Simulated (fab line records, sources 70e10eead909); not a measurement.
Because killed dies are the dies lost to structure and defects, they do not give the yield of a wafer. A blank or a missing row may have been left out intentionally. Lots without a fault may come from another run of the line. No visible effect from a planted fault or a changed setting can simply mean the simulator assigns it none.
Matching of chambers :: flow nand harc :: NHARC_A_BONDPAD_STRIP_15 on rie diel-04 has 4 sister chambers
The step strips in O2. 4 wafers are shown with their chamber, then 12 later ones without.

## WAFERS, EACH WITH ITS CHAMBER
wafer: L090.6
chamber: 3
showerhead plenum p Torr (Torr): 3.56

wafer: L092.2
chamber: 2
showerhead plenum p Torr (Torr): 3.64

wafer: L092.3
chamber: 1
showerhead plenum p Torr (Torr): 3.52

wafer: L092.4
chamber: 0
showerhead plenum p Torr (Torr): 3.53

## WAFERS WHOSE CHAMBER IS MISSING
wafer: L094.1
showerhead plenum p Torr (Torr): 3.53

wafer: L094.2
showerhead plenum p Torr (Torr): 3.56

wafer: L094.6
showerhead plenum p Torr (Torr): 3.65

wafer: L097.3
showerhead plenum p Torr (Torr): 3.56

wafer: L097.4
showerhead plenum p Torr (Torr): 3.64

wafer: L097.6
showerhead plenum p Torr (Torr): 3.52

wafer: L095.1
showerhead plenum p Torr (Torr): 3.64

wafer: L095.2
showerhead plenum p Torr (Torr): 3.56

wafer: L095.3
showerhead plenum p Torr (Torr): 3.52

wafer: L096.2
showerhead plenum p Torr (Torr): 3.52

wafer: L096.5
showerhead plenum p Torr (Torr): 3.52

wafer: L096.6
showerhead plenum p Torr (Torr): 3.52

## EACH ONE'S CHAMBER
wafer: L094.1
from the rows above: 0
in truth: 0

wafer: L094.2
from the rows above: 3
in truth: 3

wafer: L094.6
from the rows above: 2
in truth: 2

wafer: L097.3
from the rows above: 3
in truth: 3

wafer: L097.4
from the rows above: 2
in truth: 2

wafer: L097.6
from the rows above: 1
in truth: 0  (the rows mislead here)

wafer: L095.1
from the rows above: 2
in truth: 2

wafer: L095.2
from the rows above: 3
in truth: 3

wafer: L095.3
from the rows above: 1
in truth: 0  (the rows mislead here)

wafer: L096.2
from the rows above: 1
in truth: 1

wafer: L096.5
from the rows above: 1
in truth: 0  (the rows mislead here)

wafer: L096.6
from the rows above: 1
in truth: 1
Correct placement for 9 of the 12. Can't be placed from these rows: 0. Number placed wrongly: 3.
How it was worked out, from the rows above alone: a wafer's distance from a chamber is the root of the sum, over the readings, of the square of ((its reading less the chamber's mean) divided by the reading's scatter). If the next closest chamber is less than 2 further off than the closest, the wafer can't be placed; otherwise it belongs to the closest. For every chamber, the mean is computed from those of its wafers that are shown. The scatter: root of mean squared gap, hidden wafer to nearest shown wafer, with one shown wafer a chamber.
